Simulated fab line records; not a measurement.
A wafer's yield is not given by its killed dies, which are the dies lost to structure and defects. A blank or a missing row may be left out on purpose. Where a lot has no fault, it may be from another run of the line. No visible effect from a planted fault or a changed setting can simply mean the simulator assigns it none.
Matching of chambers ; flow n5 finfet ; rie diel-01 running N5_BEOL_M5_ETCH_75: 4 sister chambers
The step etches underlayer in N2/H2, target depth 6.5 nm, time 5.2 s. 8 wafers are shown with their chamber, then 11 later ones without.

== WAFERS PAIRED WITH THEIR CHAMBERS ==
wafer;chamber;drypump motor current A (A);showerhead plenum p Torr (Torr)
L078.5;1;5.61;2.63
L084.5;1;5.58;2.62
L085.1;3;5.67;2.45
L085.6;0;5.08;2.56
L089.1;3;5.67;2.45
L089.2;2;5.69;2.51
L089.5;2;5.68;2.51
L092.1;0;5.08;2.56

== WAFERS WHOSE CHAMBER IS MISSING ==
wafer;drypump motor current A (A);showerhead plenum p Torr (Torr)
L092.3;5.62;2.61
L092.5;5.63;2.61
L091.3;5.58;2.61
L091.4;5.57;2.61
L091.5;5.67;2.44
L093.3;5.66;2.44
L093.5;5.07;2.56
L093.6;5.66;2.44
L095.2;5.05;2.56
L095.5;5.63;2.44
L095.6;5.60;2.61

== EACH ONE'S CHAMBER ==
wafer;from the rows above;in truth
L092.3;1;1
L092.5;1;1
L091.3;1;1
L091.4;1;1
L091.5;3;3
L093.3;3;3
L093.5;0;0
L093.6;3;3
L095.2;0;0
L095.5;3;3
L095.6;1;1
Correct placement for 11 of the 11. Can't be placed from these rows: 0. Number placed wrongly: 0.
How it was worked out, from the rows above alone: a wafer's distance from a chamber is the root of the sum, over the readings, of the square of ((its reading less the chamber's mean) divided by the reading's scatter). The wafer belongs to the nearest chamber; if the next one is less than 2 further off, it can't be placed. The mean given for a chamber averages the wafers shown for that chamber. The scatter is the square root of a quotient: the sum, over the shown wafers, of each reading's squared deviation from its chamber's mean, divided by wafers minus chambers.
